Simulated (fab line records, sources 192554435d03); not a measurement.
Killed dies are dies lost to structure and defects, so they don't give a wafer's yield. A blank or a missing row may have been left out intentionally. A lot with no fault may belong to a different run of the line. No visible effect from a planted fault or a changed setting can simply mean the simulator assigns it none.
What tool caused it?	flow n5-finfet	32 wafers sampled from 11 lots at 1 step of a route of 1938

## WHAT THE GAUGES READ, wafer by wafer
N5_BEOL_M12_OVL_MEAS_29.
lot	measured	on	M12_OVL (nm)
L180	day 13 23:02	overlay-01	-8 1 -5
L183	day 14 14:12	overlay-02	7 4 4
L181	day 14 20:36	overlay-01	5 -1
L182	day 15 00:20	overlay-01	10 1 9
L184	day 15 08:34	overlay-01	5 3 1
L186	day 15 20:34	overlay-01	0 4 10
L188	day 16 00:43	overlay-01	-6 -2 -7
L193	day 18 19:46	overlay-02	3 4 7
L194	day 18 20:08	overlay-02	6 -4 -2
L200	day 19 06:37	overlay-02	-5 -1 -4
L199	day 20 00:04	overlay-02	4 -1 3

## EACH LOT AND THE TOOL THAT RAN IT (in order: tool; ch and the chambers of the sampled wafers; start)
There is no process step in the record ahead of these readings.

## AS READ BY THE TOOLS THEMSELVES (means over the sampled wafers that have a number; for cases with no such wafer, the mark the record gives instead)
The record holds no such reading with a usual standard deviation.

## THE ANSWER, worked out from the rows above alone
Rule: the lots themselves supply what counts as usual. The widest of any qualifying gaps counts: lots, ordered by their means at a reading, are off when they make up no more than a third of the lots, leave a main group of 4 or more, and stand apart from it by 3 or more times the standard deviation of that group's means. A main group whose means are all the same, to the digits that the tables above print for the reading, isn't used. Also off: a lot with no number at a reading for which 4 or more lots have one. All remaining lots with rows at the step are treated as sound. The gauges are gone through in route order, then the tools' own readings, and for those a lot's mean is taken as printed above. At the first step where some lot is off, the reading lying furthest off is the one used; lots without a number count as furthest.
Across all readings shown, no lot is off: no conclusion can be drawn from this.

## WHAT THE SIMULATOR HAD INSERTED
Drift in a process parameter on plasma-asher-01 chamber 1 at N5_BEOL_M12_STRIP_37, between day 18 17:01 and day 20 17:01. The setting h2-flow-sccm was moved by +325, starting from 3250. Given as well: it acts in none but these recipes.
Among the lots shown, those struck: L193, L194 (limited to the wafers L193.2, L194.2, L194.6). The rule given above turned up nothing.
